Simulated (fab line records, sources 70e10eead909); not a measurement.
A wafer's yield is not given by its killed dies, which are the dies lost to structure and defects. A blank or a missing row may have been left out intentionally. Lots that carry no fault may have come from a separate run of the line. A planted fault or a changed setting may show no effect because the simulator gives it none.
fab line records ; flow nand_harc ; part 2 of 2: steps 30 to 43 of 43
record lots=5; wafers=15; last_day=31
route steps=1302 shown A_CHANNEL_FILL_D1@517 A_DECK1_JOINT@518 A_ONON_D2@545
lots with no fault: from the same line, run without faults
start_h: hours from the record's first day to the start of the lot's first wafer shown ; wait_h: hours since the lot's step before ; " repeats the value in the row above ; L1.1+2: a row that stands for several wafers ; - either no value or no given start ; * or withheld: withheld ; < > ~ a bound
route shown NAME@n: a module of which the file shows steps, and the number in the route of the first ; usual: average and standard deviation across the fault-free wafers ; same: alike in all rows ; chamber/n: place in a boat ; sites: each site's reading ; _std_site: how widely they spread, as a standard deviation ; _edge_site: outer sites' mean less inner sites' ; radius_mm: for every site, how far away it sits from the centre of the wafer ; mask NAME#n: copy n ; behind: the tool/chamber that last shaped the wafer ; hold: why the lot went on hold/how many hours it stayed there/how the hold came to an end ; device: transistor that didn't switch, given as n, p or np ; end of line: the tests these same wafers got at the end of their route ; a step with no rows: only its recipe ; killed: dies lost to structure and defects at the first sort, not the wafer's yield ; map: a wafer's dies, marking killed ones x, the rest . and places with no die _
set.NAME: setting as actually run; set.NAME@STEP: the setting as run at that earlier step ; model.NAME: the simulator's own value behind a step, which no gauge read
a table for each step, a row for each wafer; lots at some steps of the route
services: the hour from which a tool's chamber was out of use, counted from the record's first day as start_h (under 0 if before that day), plus the number of hours and why
## steps
# step NHARC_A_ONON_D2_DEP_03
# recipe target_thk_a=10000; n2_flow_sccm=2750; n2o_flow_sccm=2000; nh3_flow_sccm=500; sih4_flow_sccm=210; temp_c=400
lot.wafer;tool;chamber;start_h;wait_h
L082.1+2+3;pecvd_onon-02;0;353.44;0.1
L083.1+2+4;pecvd_onon-02;0;361.51;0.1
L087.2+4+6;pecvd_onon-02;0;420.08;0.1
L089.1+5+6;pecvd_onon-03;0;426.56;0.1
L092.3+5+6;pecvd_onon-04;0;461.29;0.2
# step NHARC_A_ONON_D2_THK_MEAS_05
# recipe thk_meas_gauge=ellipsometry
# usual thk_nm=1001/9.4
lot.wafer;tool;chamber;start_h;wait_h;thk_nm
L082.1;film_metro-01;-;353.95;-;992
L082.2;film_metro-01;-;353.95;-;993
L082.3;film_metro-01;-;353.95;-;993
L083.1;film_metro-01;-;362.03;-;1014
L083.2;film_metro-01;-;362.03;-;1014
L083.4;film_metro-01;-;362.03;-;1014
L087.2;film_metro-02;-;420.53;-;995
L087.4;film_metro-02;-;420.53;-;995
L087.6;film_metro-02;-;420.53;-;996
L089.1;film_metro-02;-;427.07;-;1016
L089.5;film_metro-02;-;427.07;-;1015
L089.6;film_metro-02;-;427.07;-;1015
L092.3;film_metro-02;-;461.69;-;1009
L092.5;film_metro-02;-;461.69;-;1008
L092.6;film_metro-02;-;461.69;-;1009
# step NHARC_A_ONON_D2_DEP_06
# recipe target_thk_a=10000; n2_flow_sccm=2750; n2o_flow_sccm=2000; nh3_flow_sccm=500; sih4_flow_sccm=210; temp_c=400
lot.wafer;tool;chamber;start_h;wait_h
L082.1+2+3;pecvd_onon-04;0;354.01;0.1
L083.1+2+4;pecvd_onon-04;0;362.08;0.1
L087.2+4+6;pecvd_onon-02;0;420.64;0.1
L089.1+5+6;pecvd_onon-02;0;427.13;0.1
L092.3+5+6;pecvd_onon-04;0;461.86;0.2
# step NHARC_A_ONON_D2_THK_MEAS_08
# recipe thk_meas_gauge=ellipsometry
# usual thk_nm=1003/9.6
lot.wafer;tool;chamber;start_h;wait_h;thk_nm
L082.1;film_metro-02;-;354.52;-;1010
L082.2;film_metro-02;-;354.52;-;1007
L082.3;film_metro-02;-;354.52;-;1008
L083.1;film_metro-01;-;362.59;-;1000
L083.2;film_metro-01;-;362.59;-;1000
L083.4;film_metro-01;-;362.59;-;998
L087.2;film_metro-02;-;421.09;-;1016
L087.4;film_metro-02;-;421.09;-;1016
L087.6;film_metro-02;-;421.09;-;1014
L089.1;film_metro-01;-;427.64;-;1006
L089.5;film_metro-01;-;427.64;-;1004
L089.6;film_metro-01;-;427.64;-;1003
L092.3;film_metro-01;-;462.25;-;1014
L092.5;film_metro-01;-;462.25;-;1015
L092.6;film_metro-01;-;462.25;-;1016
# step NHARC_A_ONON_D2_DEP_09
# recipe target_thk_a=10000; n2_flow_sccm=2750; n2o_flow_sccm=2000; nh3_flow_sccm=500; sih4_flow_sccm=210; temp_c=400
lot.wafer;tool;chamber;start_h;wait_h
L082.1+2+3;pecvd_onon-02;0;354.58;0.1
L083.1+2+4;pecvd_onon-03;0;362.65;0.1
L087.2+4+6;pecvd_onon-04;0;421.21;0.1
L089.1+5+6;pecvd_onon-04;0;427.70;0.1
L092.3+5+6;pecvd_onon-04;0;462.42;0.2
# step NHARC_A_ONON_D2_THK_MEAS_11
# recipe thk_meas_gauge=ellipsometry
# usual thk_nm=1000/12
lot.wafer;tool;chamber;start_h;wait_h;thk_nm
L082.1;film_metro-01;-;355.08;-;978
L082.2;film_metro-01;-;355.08;-;977
L082.3;film_metro-01;-;355.08;-;978
L083.1;film_metro-02;-;363.16;-;993
L083.2;film_metro-02;-;363.16;-;990
L083.4;film_metro-02;-;363.16;-;991
L087.2;film_metro-01;-;421.66;-;1010
L087.4;film_metro-01;-;421.66;-;1009
L087.6;film_metro-01;-;421.66;-;1010
L089.1;film_metro-02;-;428.21;-;1001
L089.5;film_metro-02;-;428.21;-;1000
L089.6;film_metro-02;-;428.21;-;1002
L092.3;film_metro-01;-;462.82;-;1021
L092.5;film_metro-01;-;462.82;-;1018
L092.6;film_metro-01;-;462.82;-;1019
# step NHARC_A_ONON_D2_DEP_12
# recipe target_thk_a=10000; n2_flow_sccm=2750; n2o_flow_sccm=2000; nh3_flow_sccm=500; sih4_flow_sccm=210; temp_c=400
lot.wafer;tool;chamber;start_h;wait_h
L082.1+2+3;pecvd_onon-04;0;355.14;0.1
L083.1+2+4;pecvd_onon-02;0;363.21;0.1
L087.2+4+6;pecvd_onon-03;0;421.77;0.1
L089.1+5+6;pecvd_onon-02;0;428.27;0.1
L092.3+5+6;pecvd_onon-03;0;462.99;0.2
# step NHARC_A_ONON_D2_THK_MEAS_14
# recipe thk_meas_gauge=ellipsometry
# usual thk_nm=1001/9.3
lot.wafer;tool;chamber;start_h;wait_h;thk_nm
L082.1;film_metro-01;-;355.64;-;985
L082.2;film_metro-01;-;355.64;-;986
L082.3;film_metro-01;-;355.64;-;984
L083.1;film_metro-02;-;363.73;-;1013
L083.2;film_metro-02;-;363.73;-;1011
L083.4;film_metro-02;-;363.73;-;1010
L087.2;film_metro-02;-;422.22;-;997
L087.4;film_metro-02;-;422.22;-;997
L087.6;film_metro-02;-;422.22;-;998
L089.1;film_metro-02;-;428.77;-;990
L089.5;film_metro-02;-;428.77;-;989
L089.6;film_metro-02;-;428.77;-;991
L092.3;film_metro-01;-;463.38;-;996
L092.5;film_metro-01;-;463.38;-;995
L092.6;film_metro-01;-;463.38;-;998
# step NHARC_A_ONON_D2_ANNEAL_15
# recipe temp_c=750; time_s=3600
# usual zone_power_lower_pct=11.6/0.94; zone_power_top_pct=25.5/1.7
lot.wafer;tool;chamber;start_h;wait_h;zone_power_lower_pct;zone_power_top_pct
L082.1;furnace-02;0;358.67;3.0;12.2;26.8
L082.2;furnace-02;0;358.67;3.0;12.3;27.1
L082.3;furnace-02;0;358.67;3.0;12.5;27.0
L083.1;furnace-03;0;368.22;4.5;10.4;23.1
L083.2;furnace-03;0;368.22;4.5;10.6;23.5
L083.4;furnace-03;0;368.22;4.5;10.4;23.7
L087.2;furnace-03;0;426.33;4.1;10.6;23.1
L087.4;furnace-03;0;426.33;4.1;10.5;23.4
L087.6;furnace-03;0;426.33;4.1;10.6;23.5
L089.1;furnace-03;0;432.16;3.4;10.4;23.4
L089.5;furnace-03;0;432.16;3.4;10.6;23.7
L089.6;furnace-03;0;432.16;3.4;10.6;23.5
L092.3;furnace-02;0;466.40;3.0;12.4;27.1
L092.5;furnace-02;0;466.40;3.0;12.6;27.0
L092.6;furnace-02;0;466.40;3.0;12.2;26.5
# step NHARC_A_ONON_D2_DEP_16
# recipe target_thk_a=10000; n2_flow_sccm=2750; n2o_flow_sccm=2000; nh3_flow_sccm=500; sih4_flow_sccm=210; temp_c=400
lot.wafer;tool;chamber;start_h;wait_h
L082.1+2+3;pecvd_onon-02;0;362.54;0.4
L083.1+2+4;pecvd_onon-04;0;372.07;0.4
L087.2+4+6;pecvd_onon-04;0;430.16;0.4
L089.1+5+6;pecvd_onon-04;0;435.98;0.4
L092.3+5+6;pecvd_onon-02;0;470.31;0.5
# step NHARC_A_ONON_D2_THK_MEAS_18
# recipe thk_meas_gauge=ellipsometry
# usual thk_nm=998/11
lot.wafer;tool;chamber;start_h;wait_h;thk_nm
L082.1;film_metro-02;-;363.04;-;993
L082.2;film_metro-02;-;363.04;-;992
L082.3;film_metro-02;-;363.04;-;993
L083.1;film_metro-02;-;372.58;-;989
L083.2;film_metro-02;-;372.58;-;990
L083.4;film_metro-02;-;372.58;-;990
L087.2;film_metro-01;-;430.61;-;1021
L087.4;film_metro-01;-;430.61;-;1020
L087.6;film_metro-01;-;430.61;-;1021
L089.1;film_metro-01;-;436.49;-;1011
L089.5;film_metro-01;-;436.49;-;1009
L089.6;film_metro-01;-;436.49;-;1010
L092.3;film_metro-02;-;470.70;-;1010
L092.5;film_metro-02;-;470.70;-;1009
L092.6;film_metro-02;-;470.70;-;1010
# step NHARC_A_ONON_D2_DEP_19
# recipe target_thk_a=10000; n2_flow_sccm=2750; n2o_flow_sccm=2000; nh3_flow_sccm=500; sih4_flow_sccm=210; temp_c=400
lot.wafer;tool;chamber;start_h;wait_h
L082.1+2+3;pecvd_onon-04;0;363.10;0.1
L083.1+2+4;pecvd_onon-03;0;372.64;0.1
L087.2+4+6;pecvd_onon-02;0;430.72;0.1
L089.1+5+6;pecvd_onon-04;0;436.55;0.1
L092.3+5+6;pecvd_onon-02;0;470.88;0.2
# step NHARC_A_ONON_D2_THK_MEAS_21
# recipe thk_meas_gauge=ellipsometry
# usual thk_nm=998/11
lot.wafer;tool;chamber;start_h;wait_h;thk_nm
L082.1;film_metro-01;-;363.61;-;1012
L082.2;film_metro-01;-;363.61;-;1012
L082.3;film_metro-01;-;363.61;-;1013
L083.1;film_metro-01;-;373.15;-;971
L083.2;film_metro-01;-;373.15;-;970
L083.4;film_metro-01;-;373.15;-;971
L087.2;film_metro-01;-;431.18;-;990
L087.4;film_metro-01;-;431.18;-;990
L087.6;film_metro-01;-;431.18;-;990
L089.1;film_metro-02;-;437.06;-;1011
L089.5;film_metro-02;-;437.06;-;1011
L089.6;film_metro-02;-;437.06;-;1012
L092.3;film_metro-02;-;471.28;-;1009
L092.5;film_metro-02;-;471.28;-;1008
L092.6;film_metro-02;-;471.28;-;1006
# step NHARC_A_ONON_D2_DEP_22
# recipe target_thk_a=10000; n2_flow_sccm=2750; n2o_flow_sccm=2000; nh3_flow_sccm=500; sih4_flow_sccm=210; temp_c=400
lot.wafer;tool;chamber;start_h;wait_h
L082.1+2+3;pecvd_onon-03;0;363.67;0.1
L083.1+2+4;pecvd_onon-04;0;373.21;0.1
L087.2+4+6;pecvd_onon-03;0;431.29;0.1
L089.1+5+6;pecvd_onon-03;0;437.11;0.1
L092.3+5+6;pecvd_onon-02;0;471.45;0.2
## services
tool;chamber;start_h;hours;kind
furnace-03;-;296.48;26.0;pm
rie_si-05;-;305.00;9.0;pm
pecvd_onon-04;-;311.00;13.0;pm
wet_bench-09;-;311.03;1.2;repair
cmp-02;-;332.97;4.0;pm
wet_h3po4-01;-;342.38;8.0;pm
cmp-03;-;342.52;6.0;repair
cmp-03;-;351.78;2.2;repair
wet_bench-09;-;352.80;8.0;pm
cmp-03;-;358.47;4.0;pm
fcvd-01;-;366.00;13.0;pm
pecvd_onon-02;-;366.19;13.0;pm
wet_bench-06;-;369.60;8.0;pm
wet_bench-09;-;381.28;10.0;repair
wet_bench-04;-;403.20;8.0;pm
cmp-02;-;406.10;1.1;repair
pecvd_onon-03;-;408.01;13.0;pm
wet_h3po4-02;-;424.76;8.0;pm
cmp-02;-;429.71;0.2;repair
cmp-02;-;430.97;4.0;pm
fcvd-02;-;450.00;13.0;pm
rie_si-02;-;454.00;9.0;pm
lpcvd-01;-;464.69;1.9;repair
furnace-08;-;469.07;6.0;repair
